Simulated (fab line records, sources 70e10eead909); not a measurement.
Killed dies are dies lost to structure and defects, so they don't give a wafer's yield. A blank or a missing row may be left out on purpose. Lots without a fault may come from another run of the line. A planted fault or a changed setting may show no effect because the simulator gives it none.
Chamber matching | flow nand_harc | NHARC_A_BONDPAD_DEP_00 on pecvd-01: 3 sister chambers
The step deposits SiCN, target thk 250 nm. 6 wafers are shown with their chamber, then 7 later ones without.

WAFERS WITH THEIR CHAMBER
wafer  | chamber | heater_power_w (W) | heater_power_outer_w (W)
L084.5 | 0       | 627                | 347
L086.1 | 2       | 547                | 296
L086.2 | 1       | 578                | 350
L086.6 | 1       | 479                | 265
L093.1 | 0       | 584                | 307
L093.3 | 2       | 503                | 297

WAFERS WITHOUT THEIR CHAMBER
wafer  | heater_power_w (W) | heater_power_outer_w (W)
L093.4 | 522                | 309
L094.2 | 524                | 263
L094.4 | 589                | 344
L094.6 | 545                | 281
L097.1 | 550                | 323
L097.2 | 633                | 344
L097.3 | 500                | 271

WHICH CHAMBER EACH WENT THROUGH
wafer  | from the rows above          | in truth
L093.4 | can't be placed: 1 or 2 or 0 | 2
L094.2 | can't be placed: 2 or 1 or 0 | 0
L094.4 | can't be placed: 0 or 1 or 2 | 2
L094.6 | can't be placed: 2 or 1 or 0 | 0
L097.1 | can't be placed: 1 or 2 or 0 | 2
L097.2 | can't be placed: 0 or 1 or 2 | 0
L097.3 | can't be placed: 2 or 1 or 0 | 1
Placed correctly: 0 of 7. Can't be placed from these rows: 7 (the true chamber is among the candidates in 7). Placed wrongly: 0.
How it was worked out, from the rows above alone: a wafer's distance from a chamber is the root of the sum, over the readings, of the square of ((its reading less the chamber's mean) divided by the reading's scatter). The wafer belongs to the nearest chamber; if the next one is less than 2 further off, it can't be placed. A chamber's mean is the mean of its shown wafers. The scatter: the root of (the sum of the squares of (reading less its chamber's mean) over the shown wafers, divided by (wafers less chambers)).
